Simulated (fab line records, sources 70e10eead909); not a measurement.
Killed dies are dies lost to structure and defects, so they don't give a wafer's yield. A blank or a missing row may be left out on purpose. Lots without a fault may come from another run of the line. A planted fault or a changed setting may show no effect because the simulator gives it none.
Chamber matching -- flow nand_harc -- NHARC_A_STAIRCASE_DEP_417 on pecvd-01: 3 sister chambers
The step deposits Si3N4, target thk 60 nm. 3 wafers are shown with their chamber, then 9 later ones without.

== WAFERS, EACH WITH ITS CHAMBER ==
wafer,chamber,heater_power_w (W)
L083.5,2,781
L086.5,0,723
L086.6,1,846

== WAFERS WHOSE CHAMBER IS MISSING ==
wafer,heater_power_w (W)
L087.2,854
L087.5,691
L087.6,858
L093.3,830
L093.5,766
L093.6,802
L094.2,789
L094.3,837
L094.4,784

== WHICH CHAMBER EACH WENT THROUGH ==
wafer,from the rows above,in truth
L087.2,1,1
L087.5,0,0
L087.6,1,1
L093.3,1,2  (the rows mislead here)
L093.5,can't be placed: 2 or 0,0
L093.6,can't be placed: 2 or 1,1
L094.2,2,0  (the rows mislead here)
L094.3,1,1
L094.4,2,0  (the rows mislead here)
4 of 9 placed correctly. Not placeable from these rows: 2 (in 2, the candidates include the true chamber). Placed wrongly: 3.
How it was worked out, from the rows above alone: a wafer's distance from a chamber is the root of the sum, over the readings, of the square of ((its reading less the chamber's mean) divided by the reading's scatter). The wafer belongs to the nearest chamber; if the next one is less than 2 further off, it can't be placed. A chamber's mean is the mean of its shown wafers. The scatter (one wafer shown for each chamber): square how far every hidden wafer sits from the nearest shown wafer, average those squares and take the square root.
